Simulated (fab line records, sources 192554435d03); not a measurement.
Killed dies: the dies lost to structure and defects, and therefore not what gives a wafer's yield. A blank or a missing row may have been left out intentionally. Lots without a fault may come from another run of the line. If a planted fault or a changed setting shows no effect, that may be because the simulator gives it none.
fab line records	flow n5-finfet
record lots=11	wafers=32	last-day=18
route steps=1938 shown FIN_SAQP@124 PASSIVATION@1936
lots that met no fault: taken from a fault-free run of the same line
start-h: hours from the record's opening day to when the first of the lot's shown wafers began	wait-h: hours since the lot's step before	" unchanged from the row above	L1.1+2: a row that stands for several wafers	- either no value or no given start	* or withheld: withheld	< > ~ a bound
route shown NAME@n: names a module that has steps shown in the file, with the first one's number in the route	usual: mean and standard deviation over wafers with no fault	same: alike in all rows	chamber/n: place in a boat	sites: readings site by site	_std_site: standard deviation across them	_edge_site: the outer-site mean with the inner-site mean subtracted	radius-mm: for every site, how far away it sits from the centre of the wafer	mask NAME#n: copy n	behind: the last tool/chamber to shape the wafer	hold: cause of the lot's hold/its duration in hours/its outcome	device: names the non-switching transistor (n, p or np)	end of line: the route-end tests of the same wafers	step lacking rows: just its recipe	killed: the dies lost at the first sort to structure and to defects; this is not the yield of the wafer	map: shows each die of a wafer: x if killed, . if not, _ if none is there
set.NAME: the run value of the setting; set.NAME@STEP: its run value at that earlier step	model.NAME: the simulator's own value behind a step, which no gauge read
route steps across a sampled set of lots; one table per step, one row per wafer
services: a tool's chamber out of use, with start hour (start-h, from the record's first day; less than 0 if before it), hours out, and reason
## steps
# step N5_FIN_SAQP_RECESS_75
# recipe chemistry=HF/NH3	target=SiO2	target-depth-a=144	afs-cycles=3	temp-c=30	sublimation-temp-c=180	sublimation-time-s=60
# usual drypump-motor-current-A=5.8/0.64	sublimation-temp-c=180.00/0.15
# same afs-cycles=3
lot.wafer	tool	chamber	start-h	wait-h	drypump-motor-current-A	sublimation-temp-c
L183.1	vapor-etch-02	0	24.25	0.0	6.1	179.94
L183.5	"	0	"	"	6.1	179.98
L184.4	vapor-etch-02	0	29.04	0.1	6.1	179.98
L184.5	"	1	"	"	6.4	179.93
L184.6	"	0	"	"	6.1	180.21
L185.2	vapor-etch-01	1	34.16	0.0	6.1	180.19
L185.3	"	0	"	"	4.8	179.57
L185.4	"	1	"	"	6.1	180.06
L186.1	vapor-etch-01	0	42.84	0.0	4.8	180.25
L186.2	"	1	"	"	6.1	179.73
L186.4	"	0	"	"	4.9	180.10
L187.1	vapor-etch-01	0	49.06	0.0	4.8	179.79
L187.4	"	0	"	"	4.8	179.65
L187.6	"	0	"	"	4.9	179.80
L189.3	vapor-etch-01	1	59.73	0.1	6.1	179.90
L189.4	"	0	"	"	4.8	179.78
L189.5	"	0	"	"	4.8	179.97
L190.2	vapor-etch-01	0	64.22	0.0	4.8	180.08
L190.3	"	0	"	"	4.8	179.97
L190.5	"	0	"	"	4.8	179.97
L193.2	vapor-etch-02	0	82.71	0.0	6.1	179.86
L193.3	"	0	"	"	6.1	179.97
L193.6	"	1	"	"	6.4	179.93
L196.1	vapor-etch-01	0	100.49	0.0	4.8	179.89
L196.5	"	0	"	"	4.8	180.13
L196.6	"	1	"	"	6.1	180.14
L200.2	vapor-etch-01	1	124.06	0.0	6.1	180.00
L200.3	"	0	"	"	4.8	180.09
L200.6	"	1	"	"	6.1	180.01
L205.2	vapor-etch-01	1	155.07	0.1	6.1	180.19
L205.4	"	1	"	"	6.1	179.93
L205.6	"	0	"	"	4.8	179.69
# step N5_FIN_SAQP_MANDREL_ETCH_58
# recipe chemistry=HBr/Cl2	target=a-Si	target-depth-a=450	bt-time-s=10	stop-on=SiNx	mask-material=SiO2	over-etch-frac=0.8	time-s=27	pressure-mtorr=10	icp-w=800	bias-w=75	HBr_flow_sccm=150	Cl2_flow_sccm=80	ends=end-point
# usual drypump-motor-current-A=5.9/0.37	mfc-cl2-sccm=80.02/0.25	oes-product-au=0.697/0.013	over-etch-frac=0.8/0	throttle-valve-pct=35.51/0.25
lot.wafer	tool	chamber	start-h	wait-h	drypump-motor-current-A	mfc-cl2-sccm	oes-product-au	over-etch-frac	rf-hours-counter-h	throttle-valve-pct
L183.1	rie-si-02	2	25.99	0.0	6.0	79.97	0.705	0.8	113	35.76
L183.5	"	3	"	"	5.5	80.11	0.692	0.8	-	35.45
L184.4	rie-si-02	0	30.44	0.0	6.2	80.79	0.703	0.8	101	35.24
L184.5	"	0	"	"	6.2	80.18	0.694	0.8	-	35.23
L184.6	"	3	"	"	5.6	79.96	0.684	0.8	-	35.46
L185.2	rie-si-05	0	35.64	0.0	5.8	79.99	0.700	0.8	85	35.26
L185.3	"	2	"	"	5.2	80.76	0.702	0.8	0	35.29
L185.4	"	1	"	"	6.5	79.44	0.693	0.8	8	35.63
L186.1	rie-si-02	1	44.60	0.0	6.3	79.90	0.581	1.5249	123	36.13
L186.2	"	3	"	"	5.6	79.68	0.577	1.5249	95	35.70
L186.4	"	0	"	"	6.2	79.83	0.593	1.5249	101	35.43
L187.1	rie-si-02	0	50.56	0.0	6.2	79.95	0.580	1.5249	101	35.45
L187.4	"	2	"	"	6.0	80.13	0.595	1.5249	114	35.95
L187.6	"	1	"	"	6.3	80.18	0.597	1.5249	-	36.11
L189.3	rie-si-02	0	61.10	0.0	6.3	80.04	0.581	1.5249	101	35.45
L189.4	"	2	"	"	6.0	80.40	0.598	1.5249	114	35.96
L189.5	"	2	"	"	6.0	80.04	0.599	1.5249	-	35.96
L190.2	rie-si-05	0	65.81	0.0	5.7	80.14	0.697	0.8	85	35.25
L190.3	"	3	"	"	5.6	80.29	0.688	0.8	48	35.19
L190.5	"	2	"	"	5.3	80.26	0.705	0.8	-	35.28
L193.2	rie-si-05	3	84.25	0.0	5.6	79.95	0.695	0.8	48	35.17
L193.3	"	1	"	"	6.5	80.18	0.694	0.8	9	35.63
L193.6	"	3	"	"	5.6	80.10	0.705	0.8	-	35.18
L196.1	rie-si-05	1	103.11	0.0	6.5	79.61	0.680	0.8	9	35.66
L196.5	"	2	"	"	5.3	79.96	0.712	0.8	-	35.25
L196.6	"	3	"	"	5.6	80.28	0.682	0.8	-	35.18
L200.2	rie-si-05	2	125.60	0.0	5.3	79.77	0.711	0.8	2	35.30
L200.3	"	0	"	"	5.7	80.00	0.706	0.8	86	35.25
L200.6	"	0	"	"	5.7	80.04	0.705	0.8	-	35.24
L205.2	rie-si-05	2	156.60	0.0	5.3	80.15	0.704	0.8	3	35.28
L205.4	"	3	"	"	5.6	79.91	0.696	0.8	49	35.17
L205.6	"	1	"	"	6.4	80.40	0.695	0.8	-	35.62
# step N5_FIN_SAQP_SPACER2_ALD_28
# recipe material=SiO2	target-thk-a=81	temp-c=300	ald-precursor-family=BDEAS	ald-co-reactant=O2-plasma	pulse-time-s=1	purge-time-s=2	co-reactant-purge-time-s=2	pressure-torr=2
# usual heater-power-w=475/47	precursor-pulse-height-rel=1.000/0.021
lot.wafer	tool	chamber	start-h	wait-h	heater-power-w	precursor-pulse-height-rel
L183.1	ald-sin-01	0	27.02	0.1	453	1.017
L183.5	"	1	"	"	446	1.025
L184.4	ald-sin-01	3	31.30	0.1	486	0.991
L184.5	"	0	"	"	477	0.991
L184.6	"	1	"	"	466	0.975
L185.2	ald-sin-01	0	36.48	0.1	457	0.986
L185.3	"	2	"	"	470	1.002
L185.4	"	1	"	"	444	0.985
L186.1	ald-sin-01	3	45.44	0.1	502	1.029
L186.2	"	1	"	"	446	0.992
L186.4	"	2	"	"	470	0.995
L187.1	ald-sin-04	2	51.77	0.5	478	0.996
L187.4	"	0	"	"	418	0.973
L187.6	"	2	"	"	476	1.019
L189.3	ald-sin-01	0	61.93	0.1	481	0.988
L189.4	"	2	"	"	465	1.034
L189.5	"	2	"	"	455	0.975
L190.2	ald-sin-03	2	67.01	0.1	474	0.982
L190.3	"	3	"	"	431	0.994
L190.5	"	2	"	"	473	1.034
L193.2	ald-sin-03	0	85.09	0.1	605	0.980
L193.3	"	1	"	"	432	0.993
L193.6	"	3	"	"	429	1.040
L196.1	ald-sin-03	0	104.11	0.1	597	1.015
L196.5	"	2	"	"	466	1.040
L196.6	"	3	"	"	427	1.002
L200.2	ald-sin-04	2	126.49	0.1	469	0.975
L200.3	"	0	"	"	412	0.995
L200.6	"	2	"	"	462	1.004
L205.2	ald-sin-03	1	157.54	0.1	428	1.001
L205.4	"	0	"	"	593	0.975
L205.6	"	2	"	"	474	1.040
# step N5_FIN_SAQP_MANDREL2_REMOVE_60
# recipe chemistry=HBr/Cl2/O2	bt-time-s=10	target=a-Si	stop-on=SiNx	endpoint=OES-SiCl	over-etch-frac=1	icp-w=600	bias-w=22	HBr_flow_sccm=150	Cl2_flow_sccm=80	O2_flow_sccm=5	pressure-mtorr=10
# usual drypump-motor-current-A=5.9/0.37	mfc-cl2-sccm=79.98/0.24	oes-product-au=1.003/0.015	throttle-valve-pct=36.66/0.25
# same over-etch-frac=1
lot.wafer	tool	chamber	start-h	wait-h	drypump-motor-current-A	mfc-cl2-sccm	oes-product-au	rf-hours-counter-h	throttle-valve-pct
L183.1	rie-si-04	0	27.43	0.1	6.0	80.33	1.003	89	36.99
L183.5	"	1	"	"	5.5	79.70	1.014	-	36.89
L184.4	rie-si-02	0	31.81	0.1	6.3	79.82	0.994	101	36.33
L184.5	"	2	"	"	6.0	79.92	1.013	-	36.89
L184.6	"	1	"	"	6.4	79.81	1.001	-	37.02
L185.2	rie-si-04	3	36.89	0.1	5.8	79.99	0.997	50	36.74
L185.3	"	1	"	"	5.5	80.09	1.014	42	36.89
L185.4	"	2	"	"	5.9	80.12	0.990	202	36.66
L186.1	rie-si-05	1	45.86	0.1	6.4	79.78	0.986	8	36.78
L186.2	"	2	"	"	5.3	80.13	1.018	1	36.40
L186.4	"	0	"	"	5.7	80.08	1.026	85	36.36
L187.1	rie-si-05	3	52.18	0.1	5.6	79.99	0.989	47	36.36
L187.4	"	2	"	"	5.2	79.74	1.026	1	36.42
L187.6	"	2	"	"	5.3	80.01	1.024	-	36.40
L189.3	rie-si-05	0	62.34	0.1	5.7	79.69	1.027	85	36.36
L189.4	"	2	"	"	5.3	79.84	1.029	1	36.41
L189.5	"	2	"	"	5.2	79.90	1.018	-	36.41
L190.2	rie-si-02	2	67.55	0.1	5.9	80.07	1.020	114	36.88
L190.3	"	0	"	"	6.2	80.03	0.987	102	36.35
L190.5	"	2	"	"	6.0	79.88	1.024	-	36.87
L193.2	rie-si-02	2	85.59	0.1	6.0	80.32	1.026	114	36.88
L193.3	"	0	"	"	6.2	79.87	1.010	102	36.33
L193.6	"	0	"	"	6.3	80.18	1.001	-	36.34
L196.1	rie-si-04	0	104.52	0.1	6.0	79.99	0.998	90	37.01
L196.5	"	0	"	"	6.0	80.03	1.002	-	37.01
L196.6	"	1	"	"	5.5	80.22	1.017	-	36.89
L200.2	rie-si-04	0	126.92	0.1	6.0	80.33	0.991	90	37.00
L200.3	"	3	"	"	5.8	79.80	0.998	52	36.73
L200.6	"	1	"	"	5.5	80.25	1.010	-	36.88
L205.2	rie-si-05	2	157.95	0.1	5.3	79.77	1.017	3	36.42
L205.4	"	0	"	"	5.7	80.22	1.014	87	36.37
L205.6	"	3	"	"	5.6	80.21	0.991	-	36.34
# step N5_FIN_SAQP_HM_OPEN_33
# recipe chemistry=CH3F/O2	target=SiNx	mask-material=SiO2	target-depth-a=494	time-s=70.6	pressure-mtorr=30	source-w=395	bias-w=73	Ar_flow_sccm=150	CH3F_flow_sccm=30	O2_flow_sccm=20	ion-energy-ev=120	ends=cleared
# usual drypump-motor-current-A=5.9/0.57	etch-rf-on-time-s=69.3/1.7	oes-product-au=0.68/0.08	rf-vpp-V=295/5.5	showerhead-plenum-p-Torr=1.97/0.041	throttle-valve-pct=16.28/0.23
lot.wafer	tool	chamber	start-h	wait-h	drypump-motor-current-A	etch-rf-on-time-s	oes-product-au	rf-hours-counter-h	rf-vpp-V	showerhead-plenum-p-Torr	throttle-valve-pct
L183.1	rie-diel-02	3	27.64	0.1	5.9	69.8	0.63	163	302	2.00	16.49
L183.5	"	2	"	"	6.2	70.6	0.73	-	288	1.97	16.30
L184.4	rie-diel-02	1	32.01	0.1	5.5	67.4	0.59	-	293	1.97	16.21
L184.5	"	3	"	"	6.0	70.1	0.63	-	302	2.00	16.50
L184.6	"	1	"	"	5.5	67.7	0.60	-	293	1.97	16.20
L185.2	rie-diel-05	3	37.05	0.0	4.9	71.8	0.58	252	296	1.98	16.31
L185.3	"	0	"	"	6.0	69.3	0.71	80	289	1.93	16.10
L185.4	"	3	"	"	4.9	73.4	0.57	-	296	1.98	16.31
L186.1	rie-diel-02	0	46.02	0.0	5.1	57.6	0.84	5	296	1.97	16.06
L186.2	"	1	"	"	5.5	59.9	0.59	240	293	1.97	16.19
L186.4	"	2	"	"	6.2	60.3	0.73	43	288	1.97	16.31
L187.1	rie-diel-05	2	52.34	0.0	6.6	60.3	0.64	157	305	1.99	16.36
L187.4	"	2	"	"	6.5	60.9	0.63	-	304	1.99	16.34
L187.6	"	1	"	"	6.4	59.7	0.84	-	301	1.97	16.10
L189.3	rie-diel-05	3	62.50	0.0	4.9	63.1	0.81	0	295	1.98	15.82
L189.4	"	1	"	"	6.4	60.8	0.83	10	300	1.97	16.13
L189.5	"	1	"	"	6.3	60.8	0.83	-	300	1.97	16.14
L190.2	rie-diel-02	0	67.71	0.0	5.0	66.1	0.83	11	298	1.97	16.06
L190.3	"	3	"	"	6.0	69.1	0.63	178	301	2.00	16.50
L190.5	"	2	"	"	6.2	70.0	0.72	-	287	1.96	16.32
L193.2	rie-diel-06	2	85.85	0.1	6.2	70.8	0.56	261	289	1.97	16.63
L193.3	"	1	"	"	5.9	70.5	0.59	226	292	1.90	16.33
L193.6	"	2	"	"	6.2	71.6	0.56	-	289	1.97	16.64
L196.1	rie-diel-06	0	104.72	0.1	4.9	67.5	0.63	183	290	1.90	16.71
L196.5	"	1	"	"	5.9	69.0	0.59	-	291	1.89	16.35
L196.6	"	3	"	"	6.4	72.0	0.64	-	294	2.09	16.46
L200.2	rie-diel-06	3	127.08	0.0	6.4	70.9	0.63	158	293	2.08	16.49
L200.3	"	0	"	"	4.9	68.4	0.62	192	290	1.90	16.73
L200.6	"	0	"	"	4.9	70.3	0.62	-	290	1.90	16.73
L205.2	rie-diel-06	3	158.11	0.0	6.5	69.0	0.62	169	294	2.08	16.51
L205.4	"	0	"	"	4.9	68.4	0.61	-	289	1.90	16.76
L205.6	"	2	"	"	6.2	68.5	0.80	-	289	1.96	16.21
# step N5_PASSIVATION_PROBE_49
# usual killed_at_M0_to_M3=36/10	killed_at_M4_up=13/5.5	killed-at-contacts=12/5.6	killed-at-front-end=42/12	killed-at-other=4/3.2	killed-dies=108/18	killed-open=71/13	killed-short=34/7.8
# same gross-dies=1180	killed-at-back-side=0
lot.wafer	tool	chamber	start-h	wait-h	killed_at_M0_to_M3	killed_at_M4_up	killed-at-contacts	killed-at-front-end	killed-at-other	killed-dies	killed-open	killed-short
L189.3	prober-01	-	315.97	0.1	27	14	8	34	2	85	60	25
L189.4	prober-01	-	316.02	0.2	28	19	6	39	3	95	69	23
L189.5	prober-01	-	316.07	0.2	25	16	8	44	3	96	66	28
L196.1	prober-01	-	355.14	0.0	25	12	11	29	4	81	46	35
L196.5	prober-01	-	355.34	0.2	17	4	13	38	2	74	48	25
L196.6	prober-01	-	355.39	0.3	22	9	23	38	4	96	60	35
# killed by level:class
L189.3 BEOL_M0_SAQP:geometric-particle:open=9 DUMMY_GATE:geometric-particle:open=8 BEOL_M0_SAQP:geometric-particle:short=7 FIN_SAQP:geometric-particle:open=6 MOL_CONTACT_COAG:geometric-particle:open=6 BEOL_M3:geometric-particle:open=5 BEOL_M2:geometric-particle:open=4 BEOL_M4:geometric-particle:open=4
L189.4 BEOL_M4:geometric-particle:open=9 FIN_SAQP:geometric-particle:open=8 BEOL_M0_SAQP:geometric-particle:open=6 FIN_SAQP:geometric-particle:short=5 DUMMY_GATE:geometric-particle:open=5 GATE_CUT:geometric-particle:open=5 BEOL_M1:geometric-particle:open=5 MOL_CONTACT_COAG:geometric-particle:open=4
L189.5 FIN_SAQP:geometric-particle:open=15 FIN_SAQP:geometric-particle:short=9 BEOL_M1:geometric-particle:open=9 MOL_CONTACT_COAG:geometric-particle:open=8 BEOL_M3:geometric-particle:open=8 DUMMY_GATE:geometric-particle:open=7 BEOL_M4:geometric-particle:open=6 STARTING-WAFER:geometric-particle:open=4
L196.1 MOL_CONTACT_COAG:geometric-particle:open=9 FIN_SAQP:geometric-particle:open=7 BEOL_M1:geometric-particle:open=7 FIN_SAQP:geometric-particle:short=6 GATE_CUT:geometric-particle:short=5 BEOL_M2:geometric-particle:open=5 BEOL_M0_SAQP:geometric-particle:short=4 STARTING-WAFER:geometric-particle:short=4
L196.5 FIN_SAQP:geometric-particle:short=11 STI_FIN_REVEAL:geometric-particle:open=8 MOL_CONTACT_COAG:geometric-particle:open=8 FIN_SAQP:geometric-particle:open=6 DUMMY_GATE:geometric-particle:open=5 MOL_CONTACT_COAG:geometric-particle:short=5 BEOL_M1:geometric-particle:open=5 BEOL_M3:geometric-particle:open=5
L196.6 MOL_CONTACT_COAG:geometric-particle:open=17 GATE_CUT:geometric-particle:short=10 FIN_SAQP:geometric-particle:short=8 FIN_SAQP:geometric-particle:open=8 BEOL_M2:geometric-particle:open=8 MOL_CONTACT_COAG:geometric-particle:short=6 BEOL_M3:geometric-particle:open=4 DUMMY_GATE:geometric-particle:open=3
## services
tool	chamber	start-h	hours	kind
ald-sin-03	0	8.08	2.6	repair
ald-sin-01	-	9.38	4.3	pm
ald-sin-01	0	9.38	-	clean
ald-sin-01	1	9.38	-	clean
ald-sin-01	2	9.38	-	clean
ald-sin-01	3	9.38	-	clean
ald-sin-01	-	15.18	8.6	repair
rie-diel-02	1	19.15	8.3	repair
rie-diel-02	2	28.12	8.7	repair
ald-sin-04	-	31.69	0.3	repair
ald-sin-03	2	32.14	6.8	repair
rie-diel-02	3	37.87	1.7	repair
rie-diel-06	3	55.70	20.6	repair
rie-si-04	-	56.92	15.6	pm
ald-sin-04	0	58.68	3.3	repair
rie-diel-06	2	89.66	4.8	repair
ald-sin-04	0	101.13	1.9	repair
vapor-etch-01	-	115.02	0.4	repair
rie-diel-02	0	126.72	16.1	repair
rie-si-05	-	130.48	14.6	pm
rie-diel-06	1	151.02	-	clean
rie-diel-06	1	151.02	-	consumable-replace:focus-ring
rie-diel-06	1	151.02	-	consumable-replace:showerhead
rie-diel-06	1	151.02	25.5	scheduled-down
## key
first-sign step=N5_FIN_SAQP_MANDREL_ETCH_58	reading=over-etch-frac	direction=up	sigmas=99+	usual=0.8	struck=1.5249
effect step=N5_FIN_SAQP_MANDREL_ETCH_58	reading=oes-product-au	direction=down	sigmas=8.6	usual=0.697	struck=0.589
effect step=N5_FIN_SAQP_HM_OPEN_33	reading=etch-rf-on-time-s	direction=down	sigmas=5.1	usual=*	struck=*
met-at N5_FIN_SAQP_MANDREL_ETCH_58
struck-lots L186,L187,L189
rows-end L186.1,L186.2,L186.4,L187.1,L187.4,L187.6
tester-left-out L189
not-acting-at N5_FIN_SAQP_RECESS_75,N5_FIN_SAQP_SPACER2_ALD_28,N5_FIN_SAQP_MANDREL2_REMOVE_60
onset-between 30.44 44.60
fault kind=process-parameter-drift	tool=rie-si-02	chamber=-	onset-h=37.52	steps=N5_FIN_SAQP_MANDREL_ETCH_58	channel=over-etch-frac	offset=0.72487	shape=step	acts-in=these-recipes-only	stated=0.8
# tester-left-out: of these lots the tester's yield and bins aren't shown, on N5 and GAA mostly nor the transistor test; their killed dies are dies lost to structure and defects alone, not to doping, threshold or leakage, so they don't give the yield
# rows-end: these wafers met a further fault down the route, and their rows from its step on are left out
